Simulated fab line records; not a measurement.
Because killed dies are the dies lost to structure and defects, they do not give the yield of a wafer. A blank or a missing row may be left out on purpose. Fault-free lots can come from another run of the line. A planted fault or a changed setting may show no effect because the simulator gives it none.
fab line records	flow n5Finfet
record lots=7	wafers=21
route steps=1938 shown BEOL_M3@941 BEOL_M4@1025
startH: hours from the record's opening day to when the first of the lot's shown wafers began	waitH: how many hours have passed since the lot's step before this one	" the same as in the row above	L1.1+2: a single row standing in for several wafers	- no value present, or no start provided	* or withheld: withheld	< > ~ a bound
route shown NAME@n: names a module that has steps shown in the file, with the first one's number in the route	usual: mean/standard deviation taken from wafers without a fault	same: alike in all rows	chamber/n: place in a boat	sites: the reading at each site	_std_site: how widely they spread, as a standard deviation	_edge_site: outer sites' mean less inner sites'	radiusMm: for every site, how far away it sits from the centre of the wafer	mask NAME#n: copy n	behind: the most recent tool/chamber to have shaped the wafer	hold: why the lot was held/for how many hours/how that ended	device: which transistor (n, p or np) failed to switch	end of line: tests run on the same wafers once the route is complete	a step with no rows: only its recipe	killed: the dies lost at the first sort to structure and to defects; this is not the yield of the wafer	map: a wafer's dies, x killed, . not, _ none there
set.NAME: the setting that was run; set.NAME@STEP: the one run at that earlier step	model.NAME: the simulator's own value behind a step, which no gauge read
lots whose settings were changed on purpose; a table a step, a row a wafer
## steps
# step N5_BEOL_M3_EXPOSE_08
# recipe maskId=M3	na=0.33	sourceShape=dipole	sigmaInner=0.369	sigmaOuter=0.767	polarization=unpolarized	doseMj=33
lot.wafer	tool	chamber	startH	waitH	mask	set.doseMj
L075.1+3+4	euvScanner-02	0	150.97	-	M3#0	33
L076.1+2+6	euvScanner-01	0	162.10	-	M3#0	33
L077.2+6	euvScanner-02	0	179.15	-	M3#0	34.33
L077.5	"	0	"	"	M3#0	33
L080.4	euvScanner-01	0	191.04	-	M3#0	31.21
L080.5+6	"	0	"	"	M3#0	33
L087.1+2	euvScanner-01	0	224.37	-	M3#0	35
L087.4	"	0	"	"	M3#0	33
L089.2+5	euvScanner-01	0	233.21	-	M3#0	35.04
L089.3	"	0	"	"	M3#0	33
L090.1+4	euvScanner-02	0	249.76	-	M3#0	35.38
L090.2	"	0	"	"	M3#0	33
# step N5_BEOL_M3_PEB_09
# recipe pebTempC=100	pebTimeS=60	resist=CAR-EUV
# step N5_BEOL_M3_DEVELOP_10
# recipe developTimeS=30	developer=TMAH	resist=CAR-EUV	rinseLiquid=surfactantRinse	dry=airSpin	devTempC=23
# step N5_BEOL_M3_CD_MEAS_11
# recipe targetCdNm=17.05	landingEnergyEv=500	detector=seInlens	polarity=opening
# usual cdNm=17.19/0.24
lot.wafer	tool	chamber	startH	waitH	set.doseMj@BEOL_M3_EXPOSE_08	cdNm
L075.1	cdSem-02	0	151.09	-	33	17.57
L075.3	"	0	"	"	33	17.37
L075.4	"	0	"	"	33	17.26
L076.1	cdSem-02	0	162.23	-	33	17.35
L076.2	"	0	"	"	33	17.20
L076.6	"	0	"	"	33	17.74
L077.2	cdSem-02	0	179.28	-	34.33	18.05
L077.5	"	0	"	"	33	17.08
L077.6	"	0	"	"	34.33	17.92
L080.4	cdSem-03	0	191.15	-	31.21	16.73
L080.5	"	0	"	"	33	17.26
L080.6	"	0	"	"	33	17.20
L087.1	cdSem-01	0	224.50	-	35	18.65
L087.2	"	0	"	"	35	17.97
L087.4	"	0	"	"	33	17.36
L089.2	cdSem-02	0	233.33	-	35.04	18.35
L089.3	"	0	"	"	33	17.44
L089.5	"	0	"	"	35.04	18.11
L090.1	cdSem-02	0	249.89	-	35.38	18.79
L090.2	"	0	"	"	33	16.83
L090.4	"	0	"	"	35.38	18.78
# step N5_BEOL_M3_DESCUM_16
# recipe chemistry=O2	timeS=7	sourcePowerW=50	biasPowerW=20	pressureMtorr=20	rfFrequencyHz=2.712e+07	tempC=40	resist=CAR-EUV	o2FlowSccm=225
# step N5_BEOL_M3_ETCH_74
# recipe chemistry=N2/H2	target=underlayer	targetDepthA=65	maskMaterial=CAR-EUV	timeS=5.2	ionEnergyEv=200	pressureMtorr=30	sourceW=840	biasW=150	n2FlowSccm=200	h2FlowSccm=200	ends=cleared
lot.wafer	tool	chamber	startH	waitH	set.doseMj@BEOL_M3_EXPOSE_08	model.BEOL_M3.cdOffsetNm
L075.1	rieDiel-03	2	151.25	0.0	33	0
L075.3+4	"	1,0	"	"	33	0.2
L076.1	rieDiel-02	1	162.38	0.0	33	0.2
L076.2	"	0	"	"	33	0
L076.6	"	0	"	"	33	0.4
L077.2	rieDiel-03	0	179.43	0.0	34.33	0.8
L077.5	"	0	"	"	33	0
L077.6	"	3	"	"	34.33	1
L080.4	rieDiel-02	2	191.38	0.0	31.21	-0.6
L080.5	"	1	"	"	33	0.2
L080.6	"	3	"	"	33	0.4
L087.1	rieDiel-02	3	224.66	0.0	35	1.4
L087.2	"	2	"	"	35	1.6
L087.4	"	0	"	"	33	0
L089.2	rieDiel-03	0	233.49	0.0	35.04	1.4
L089.3	"	1	"	"	33	0.4
L089.5	"	3	"	"	35.04	1.2
L090.1+4	rieDiel-03	3,2	250.43	0.0	35.38	1.2
L090.2	"	1	"	"	33	0.2
# step N5_BEOL_M3_ETCH_63
# recipe chemistry=CF4	target=SiARC	targetDepthA=156	maskMaterial=CAR-EUV	timeS=26	ionEnergyEv=80	pressureMtorr=40	sourceW=545	biasW=36	Ar_flow_sccm=100	cf4FlowSccm=100	ends=cleared
# step N5_BEOL_M3_ETCH_64
# recipe chemistry=N2/H2	target=SOC	targetDepthA=750	overetchA=150	maskMaterial=SiARC	tempC=40	timeS=112.5	ionEnergyEv=200	pressureMtorr=30	sourceW=840	biasW=150	n2FlowSccm=200	h2FlowSccm=200
lot.wafer	tool	chamber	startH	waitH	set.doseMj@BEOL_M3_EXPOSE_08	model.BEOL_M3.cdOffsetNm
L075.1+3	rieDiel-03	2,1	151.30	0.0	33	0.2
L075.4	"	0	"	"	33	-0.2
L076.1+2	rieDiel-02	1,0	162.43	0.0	33	0
L076.6	"	0	"	"	33	0.2
L077.2	rieDiel-03	0	179.48	0.0	34.33	0.6
L077.5	"	0	"	"	33	-0.2
L077.6	"	3	"	"	34.33	1.2
L080.4	rieDiel-02	2	191.47	0.1	31.21	-0.6
L080.5	"	1	"	"	33	0.4
L080.6	"	3	"	"	33	0.8
L087.1	rieDiel-02	3	224.70	0.0	35	1.4
L087.2	"	2	"	"	35	1.8
L087.4	"	0	"	"	33	0
L089.2+5	rieDiel-03	0,3	233.53	0.0	35.04	1.4
L089.3	"	1	"	"	33	0.6
L090.1	rieDiel-03	3	250.47	0.0	35.38	1.4
L090.2	"	1	"	"	33	0.4
L090.4	"	2	"	"	35.38	1.2
# step N5_BEOL_M3_STRIP_65
# recipe chemistry=N2/H2	tempC=40	n2FlowSccm=200	h2FlowSccm=200	rfFrequencyHz=6e+07
# step N5_BEOL_M3_STRIP_75
# recipe chemistry=N2/H2	tempC=40	n2FlowSccm=200	h2FlowSccm=200	rfFrequencyHz=6e+07
# step N5_BEOL_M3_STRIP_66
# recipe chemistry=CF4	resist=SiARC	powerW=300	biasPowerW=75	pressureMtorr=50	cf4FlowSccm=150	rfFrequencyHz=6e+07
# step N5_BEOL_M3_HM_OPEN_17
# recipe chemistry=Cl2/BCl3	targetDepthA=200	overetchA=60	target=TiN	maskMaterial=SOC	ionEnergyEv=150	pressureMtorr=10	icpW=1000	biasW=126	Cl2_flow_sccm=53.25	bcl3FlowSccm=21.75	Ar_flow_sccm=25
lot.wafer	tool	chamber	startH	waitH	set.doseMj@BEOL_M3_EXPOSE_08	model.BEOL_M3.cdOffsetNm
L075.1	rieMetal-02	0	151.46	0.0	33	0.2
L075.3	"	0	"	"	33	0
L075.4	"	1	"	"	33	-0.2
L076.1+2	rieMetal-02	0,1	162.60	0.0	33	0
L076.6	"	0	"	"	33	0.2
L077.2	rieMetal-01	1	179.67	0.1	34.33	0.6
L077.5	"	1	"	"	33	-0.2
L077.6	"	1	"	"	34.33	1
L080.4	rieMetal-03	1	191.62	0.1	31.21	-0.4
L080.5+6	"	1,0	"	"	33	0.6
L087.1	rieMetal-03	1	224.87	0.0	35	1.6
L087.2	"	0	"	"	35	1.8
L087.4	"	0	"	"	33	0
L089.2	rieMetal-01	1	233.70	0.0	35.04	1.2
L089.3	"	0	"	"	33	0.8
L089.5	"	0	"	"	35.04	1.6
L090.1	rieMetal-02	0	250.64	0.0	35.38	1.4
L090.2	"	1	"	"	33	0.4
L090.4	"	0	"	"	35.38	1.2
# step N5_BEOL_M3_STRIP_19
# recipe chemistry=O2	powerW=400	tempC=40	pressureMtorr=30	rfFrequencyHz=6e+07	biasPowerW=0	overashFraction=0.2	o2FlowSccm=225
# step N5_BEOL_M3_CD_MEAS_18
# recipe pitchNm=36	targetCdNm=18
# usual cdNm=18.1/0.32
lot.wafer	tool	chamber	startH	waitH	set.doseMj@BEOL_M3_EXPOSE_08	cdNm
L075.1	cdSem-03	-	151.64	0.0	33	17.8
L075.3	"	-	"	"	33	18.3
L075.4	"	-	"	"	33	17.9
L076.1	cdSem-02	-	162.78	0.0	33	18.2
L076.2	"	-	"	"	33	18.1
L076.6	"	-	"	"	33	18.1
L077.2	cdSem-02	-	179.92	0.1	34.33	18.6
L077.5	"	-	"	"	33	17.6
L077.6	"	-	"	"	34.33	19.0
L080.4	cdSem-01	-	191.77	0.0	31.21	17.7
L080.5	"	-	"	"	33	18.0
L080.6	"	-	"	"	33	18.5
L087.1	cdSem-01	-	225.05	0.0	35	19.6
L087.2	"	-	"	"	35	19.5
L087.4	"	-	"	"	33	18.2
L089.2	cdSem-03	-	233.88	0.1	35.04	19.2
L089.3	"	-	"	"	33	18.7
L089.5	"	-	"	"	35.04	19.7
L090.1	cdSem-03	-	250.89	0.0	35.38	19.1
L090.2	"	-	"	"	33	18.2
L090.4	"	-	"	"	35.38	19.1
# step N5_BEOL_M3_COAT_67
# recipe resist=SOC	tempC=250	timeS=60	spinRpm=1500	resistThkNm=60
# step N5_BEOL_M3_COAT_68
# recipe resist=SiARC	tempC=220	timeS=60	spinRpm=1500	resistThkNm=12
# step N5_BEOL_M3_PRECLEAN_42
# recipe chemistry=residueRemover	timeS=60	tempC=40
# step N5_BEOL_M3_SRD_43
# recipe timeS=30	tempC=23	rinseLiquid=diw	dry=ipaMarangoni
# step N5_BEOL_M3_CD_MEAS_35
# recipe targetCdNm=18	targetCdYNm=21	polarity=opening
# usual cdNm=18.1/0.32
lot.wafer	tool	chamber	startH	waitH	set.doseMj@BEOL_M3_EXPOSE_08	cdNm
L075.1	cdSem-01	-	154.63	0.0	33	18.0
L075.3	"	-	"	"	33	18.0
L075.4	"	-	"	"	33	17.7
L076.1	cdSem-02	-	174.96	0.0	33	17.9
L076.2	"	-	"	"	33	18.1
L076.6	"	-	"	"	33	17.8
L077.2	cdSem-03	-	182.03	0.0	34.33	18.4
L077.5	"	-	"	"	33	17.8
L077.6	"	-	"	"	34.33	18.9
L080.4	cdSem-03	-	195.61	0.0	31.21	17.4
L080.5	"	-	"	"	33	18.3
L080.6	"	-	"	"	33	19.1
L087.1	cdSem-02	-	238.21	0.0	35	19.5
L087.2	"	-	"	"	35	19.5
L087.4	"	-	"	"	33	18.0
L089.2	cdSem-02	-	242.63	0.0	35.04	19.4
L089.3	"	-	"	"	33	18.5
L089.5	"	-	"	"	35.04	19.6
L090.1	cdSem-01	-	261.08	0.0	35.38	19.4
L090.2	"	-	"	"	33	18.7
L090.4	"	-	"	"	35.38	19.0
# step N5_BEOL_M4_COAT_61
# recipe resist=SOC	tempC=250	timeS=60	spinRpm=1500	resistThkNm=60
lot.wafer	tool	chamber	startH	waitH	set.spinRpm	model.SOC_of_BEOL_M4_COAT_61.thkNm
L075.1+4	lithoTrack-05	0	159.44	0.1	1500	60
L075.3	"	0	"	"	1500	59.8
L076.1	lithoTrack-02	0	179.42	0.1	1500	60
L076.2	"	0	"	"	1416	61.6
L076.6	"	0	"	"	1416	61.8
L077.2+5+6	lithoTrack-05	0	187.10	0.1	1500	60.2
L080.4	lithoTrack-02	0	200.55	0.1	1500	60
L080.5+6	"	0	"	"	1641	57.4
L087.1	lithoTrack-03	0	243.03	0.1	1585	58.2
L087.2	"	0	"	"	1500	59.8
L087.4	"	0	"	"	1500	60
L089.2+5	lithoTrack-05	0	246.91	0.1	1500	60.2
L089.3	"	0	"	"	1500	60
L090.1	lithoTrack-05	0	266.65	0.1	1450	61
L090.2	"	0	"	"	1500	60
L090.4	"	0	"	"	1450	60.8
# step N5_BEOL_M4_COAT_73
# recipe resist=underlayer	tempC=205	timeS=60	spinRpm=1500	resistThkNm=5
lot.wafer	tool	chamber	startH	waitH	set.spinRpm
L075.1+3+4	lithoTrack-05	0	-	-	1500
L076.1+2+6	lithoTrack-02	0	-	-	1500
L077.2+5	lithoTrack-05	0	-	-	1500
L077.6	"	0	"	"	1433
L080.4+6	lithoTrack-02	0	-	-	1439
L080.5	"	0	"	"	1500
L087.1+2+4	lithoTrack-03	0	-	-	1500
L089.2	lithoTrack-05	0	-	-	1441
L089.3+5	"	0	"	"	1500
L090.1+2+4	lithoTrack-05	0	-	-	1500
# step N5_BEOL_M4_COAT_05
# recipe resist=CAR-EUV	spinRpm=1500	resistThkNm=30
lot.wafer	tool	chamber	startH	waitH	set.spinRpm	model.CAR-EUV_of_BEOL_M4_COAT_05.thkNm
L075.1+3	lithoTrack-05	0	-	-	1500	30
L075.4	"	0	"	"	1500	30.2
L076.1+2	lithoTrack-02	0	-	-	1500	30
L076.6	"	0	"	"	1500	30.2
L077.2	lithoTrack-05	0	-	-	1556	29.6
L077.5	"	0	"	"	1500	30.2
L077.6	"	0	"	"	1556	29.4
L080.4	lithoTrack-02	0	-	-	1500	30.2
L080.5+6	"	0	"	"	1500	30
L087.1	lithoTrack-03	0	-	-	1500	29.8
L087.2	"	0	"	"	1350	31.4
L087.4	"	0	"	"	1500	30
L089.2+3+5	lithoTrack-05	0	-	-	1500	30
L090.1+2	lithoTrack-05	0	-	-	1448	30.6
L090.4	"	0	"	"	1500	30
# step N5_BEOL_M4_EXPOSE_08
# recipe maskId=M4	na=0.33	sourceShape=dipole	sigmaInner=0.369	sigmaOuter=0.767	polarization=unpolarized	doseMj=41.25
lot.wafer	tool	chamber	startH	waitH	mask	set.doseMj
L075.1+3+4	euvScanner-01	0	159.58	-	M4#0	41.25
L076.1+2+6	euvScanner-01	0	179.56	-	M4#0	40.13
L077.2+5+6	euvScanner-01	0	187.27	-	M4#0	41.25
L080.4+5	euvScanner-01	0	200.71	-	M4#0	41.25
L080.6	"	0	"	"	M4#0	39.81
L087.1	euvScanner-02	0	243.17	-	M4#0	42.53
L087.2+4	"	0	"	"	M4#0	41.25
L089.2+3+5	euvScanner-01	0	247.19	-	M4#0	41.25
L090.1+2	euvScanner-01	0	266.79	-	M4#0	39.66
L090.4	"	0	"	"	M4#0	41.25
# step N5_BEOL_M4_PEB_09
# recipe pebTempC=100	pebTimeS=60	resist=CAR-EUV
# step N5_BEOL_M4_DEVELOP_10
# recipe developTimeS=30	developer=TMAH	resist=CAR-EUV	rinseLiquid=surfactantRinse	dry=airSpin	devTempC=23
# step N5_BEOL_M4_DESCUM_16
# recipe chemistry=O2	timeS=7	sourcePowerW=50	biasPowerW=20	pressureMtorr=20	rfFrequencyHz=2.712e+07	tempC=40	resist=CAR-EUV	o2FlowSccm=225
lot.wafer	tool	chamber	startH	waitH	set.spinRpm@BEOL_M4_COAT_05	model.CAR-EUV_of_BEOL_M4_COAT_05.thkNm
L075.1	rieDiel-06	1	160.01	0.2	1500	26
L075.3+4	"	3,2	"	"	1500	26.2
L076.1+6	rieDiel-06	3,1	179.81	0.0	1500	26.2
L076.2	"	0	"	"	1500	26
L077.2	rieDiel-06	3	187.51	0.0	1556	25.8
L077.5	"	3	"	"	1500	26.2
L077.6	"	1	"	"	1556	25.4
L080.4	rieDiel-01	0	200.96	0.0	1500	26.2
L080.5+6	"	2,1	"	"	1500	26
L087.1	rieDiel-01	2	243.88	0.5	1500	25.8
L087.2	"	1	"	"	1350	27.4
L087.4	"	0	"	"	1500	26
L089.2+3	rieDiel-01	0,3	247.43	0.0	1500	26.2
L089.5	"	2	"	"	1500	26
L090.1+2	rieDiel-06	0,1	267.04	0.0	1448	26.6
L090.4	"	0	"	"	1500	26
# step N5_BEOL_M4_ETCH_74
# recipe chemistry=N2/H2	target=underlayer	targetDepthA=65	maskMaterial=CAR-EUV	timeS=5.2	ionEnergyEv=200	pressureMtorr=30	sourceW=840	biasW=150	n2FlowSccm=200	h2FlowSccm=200	ends=cleared
lot.wafer	tool	chamber	startH	waitH	set.spinRpm@BEOL_M4_COAT_73	set.spinRpm@BEOL_M4_COAT_05	model.CAR-EUV_of_BEOL_M4_COAT_05.thkNm	model.etch.depthNm
L075.1	rieDiel-06	1	160.04	0.0	1500	1500	20.4	4.983
L075.3	"	3	"	"	1500	1500	20.4	4.997
L075.4	"	2	"	"	1500	1500	20.6	4.994
L076.1	rieDiel-06	3	179.84	0.0	1500	1500	20.4	4.981
L076.2	"	0	"	"	1500	1500	20.4	4.99
L076.6	"	1	"	"	1500	1500	20.4	4.982
L077.2	rieDiel-06	3	187.55	0.0	1500	1556	20	5.019
L077.5	"	3	"	"	1500	1500	20.6	5.004
L077.6	"	1	"	"	1433	1556	19.6	5.112
L080.4	rieDiel-01	0	200.99	0.0	1439	1500	20.4	5.106
L080.5	"	2	"	"	1500	1500	20.2	5.019
L080.6	"	1	"	"	1439	1500	20.2	5.11
L087.1	rieDiel-01	2	243.92	0.0	1500	1500	20.2	4.999
L087.2	"	1	"	"	1500	1350	21.8	5.014
L087.4	"	0	"	"	1500	1500	20.2	4.996
L089.2	rieDiel-01	0	247.47	0.0	1441	1500	20.4	5.109
L089.3	"	3	"	"	1500	1500	20.4	5.013
L089.5	"	2	"	"	1500	1500	20.4	5.007
L090.1	rieDiel-06	0	267.07	0.0	1500	1448	21	4.999
L090.2	"	1	"	"	1500	1448	20.8	5.007
L090.4	"	0	"	"	1500	1500	20.4	4.994
# step N5_BEOL_M4_ETCH_63
# recipe chemistry=CF4	target=SiARC	targetDepthA=156	maskMaterial=CAR-EUV	timeS=26	ionEnergyEv=80	pressureMtorr=40	sourceW=545	biasW=36	Ar_flow_sccm=100	cf4FlowSccm=100	ends=cleared
# step N5_BEOL_M4_ETCH_64
# recipe chemistry=N2/H2	target=SOC	targetDepthA=750	overetchA=225	maskMaterial=SiARC	tempC=40	timeS=121.9	ionEnergyEv=200	pressureMtorr=30	sourceW=840	biasW=150	n2FlowSccm=200	h2FlowSccm=200
lot.wafer	tool	chamber	startH	waitH	set.spinRpm@BEOL_M4_COAT_61	model.etch.depthNm
L075.1	rieDiel-06	1	160.09	0.0	1500	60.01
L075.3	"	3	"	"	1500	59.83
L075.4	"	2	"	"	1500	59.99
L076.1	rieDiel-06	3	179.89	0.0	1500	59.91
L076.2	"	0	"	"	1416	61.66
L076.6	"	1	"	"	1416	61.72
L077.2+6	rieDiel-06	3,1	187.59	0.0	1500	60.22
L077.5	"	3	"	"	1500	60.28
L080.4	rieDiel-01	0	201.08	0.1	1500	59.95
L080.5	"	2	"	"	1641	57.46
L080.6	"	1	"	"	1641	57.43
L087.1	rieDiel-01	2	243.96	0.0	1585	58.23
L087.2	"	1	"	"	1500	59.77
L087.4	"	0	"	"	1500	59.92
L089.2	rieDiel-01	0	247.51	0.0	1500	60.24
L089.3	"	3	"	"	1500	60.03
L089.5	"	2	"	"	1500	60.14
L090.1	rieDiel-06	0	267.12	0.0	1450	60.93
L090.2	"	1	"	"	1500	60.02
L090.4	"	0	"	"	1450	60.88
# step N5_BEOL_M4_STRIP_65
# recipe chemistry=N2/H2	tempC=40	n2FlowSccm=200	h2FlowSccm=200	rfFrequencyHz=6e+07
# step N5_BEOL_M4_STRIP_75
# recipe chemistry=N2/H2	tempC=40	n2FlowSccm=200	h2FlowSccm=200	rfFrequencyHz=6e+07
# step N5_BEOL_M4_STRIP_66
# recipe chemistry=CF4	resist=SiARC	powerW=300	biasPowerW=75	pressureMtorr=50	cf4FlowSccm=150	rfFrequencyHz=6e+07
# step N5_BEOL_M4_HM_OPEN_17
# recipe chemistry=Cl2/BCl3	targetDepthA=200	overetchA=60	target=TiN	maskMaterial=SOC	ionEnergyEv=150	pressureMtorr=10	icpW=1000	biasW=126	Cl2_flow_sccm=53.25	bcl3FlowSccm=21.75	Ar_flow_sccm=25
lot.wafer	tool	chamber	startH	waitH	set.spinRpm@BEOL_M4_COAT_61	model.SOC_of_BEOL_M4_COAT_61.thkNm
L075.1	rieMetal-01	1	160.26	0.0	1500	52.2
L075.3+4	"	1	"	"	1500	52
L076.1	rieMetal-01	1	180.06	0.0	1500	52.2
L076.2+6	"	1	"	"	1416	53.8
L077.2+6	rieMetal-02	0	187.77	0.0	1500	52.4
L077.5	"	1	"	"	1500	52
L080.4	rieMetal-02	1	201.23	0.1	1500	51.8
L080.5	"	1	"	"	1641	49.2
L080.6	"	0	"	"	1641	49.6
L087.1	rieMetal-01	0	244.14	0.0	1585	50.2
L087.2	"	1	"	"	1500	51.8
L087.4	"	0	"	"	1500	52
L089.2	rieMetal-01	1	247.74	0.1	1500	52.4
L089.3	"	0	"	"	1500	52
L089.5	"	1	"	"	1500	52.2
L090.1	rieMetal-02	1	267.30	0.0	1450	52.8
L090.2	"	0	"	"	1500	52.2
L090.4	"	0	"	"	1450	53
## key
split step=N5_BEOL_M3_EXPOSE_08	setting=doseMj	stated=33	by=wafer
response step=N5_BEOL_M3_CD_MEAS_11	reading=cdNm	change=+0.18	per=1%	r=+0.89
response step=N5_BEOL_M3_ETCH_74	reading=model.BEOL_M3.cdOffsetNm	change=+0.176	per=1%	r=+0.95
response step=N5_BEOL_M3_ETCH_64	reading=model.BEOL_M3.cdOffsetNm	change=+0.186	per=1%	r=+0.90
response step=N5_BEOL_M3_HM_OPEN_17	reading=model.BEOL_M3.cdOffsetNm	change=+0.174	per=1%	r=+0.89
response step=N5_BEOL_M3_CD_MEAS_18	reading=cdNm	change=+0.155	per=1%	r=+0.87
response step=N5_BEOL_M3_CD_MEAS_35	reading=cdNm	change=+0.172	per=1%	r=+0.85
split step=N5_BEOL_M4_COAT_61	setting=spinRpm	stated=1500	by=wafer
response step=N5_BEOL_M4_COAT_61	reading=model.SOC_of_BEOL_M4_COAT_61.thkNm	change=-0.286	per=1%	r=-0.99
response step=N5_BEOL_M4_ETCH_64	reading=model.etch.depthNm	change=-0.28	per=1%	r=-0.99
response step=N5_BEOL_M4_HM_OPEN_17	reading=model.SOC_of_BEOL_M4_COAT_61.thkNm	change=-0.267	per=1%	r=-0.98
split step=N5_BEOL_M4_COAT_73	setting=spinRpm	stated=1500	by=wafer
response step=N5_BEOL_M4_ETCH_74	reading=model.etch.depthNm	change=-0.0231	per=1%	r=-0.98
split step=N5_BEOL_M4_COAT_05	setting=spinRpm	stated=1500	by=wafer
response step=N5_BEOL_M4_COAT_05	reading=model.CAR-EUV_of_BEOL_M4_COAT_05.thkNm	change=-0.156	per=1%	r=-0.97
response step=N5_BEOL_M4_DESCUM_16	reading=model.CAR-EUV_of_BEOL_M4_COAT_05.thkNm	change=-0.153	per=1%	r=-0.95
response step=N5_BEOL_M4_ETCH_74	reading=model.CAR-EUV_of_BEOL_M4_COAT_05.thkNm	change=-0.165	per=1%	r=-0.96
split step=N5_BEOL_M4_EXPOSE_08	setting=doseMj	stated=41.25	by=wafer
response none clear
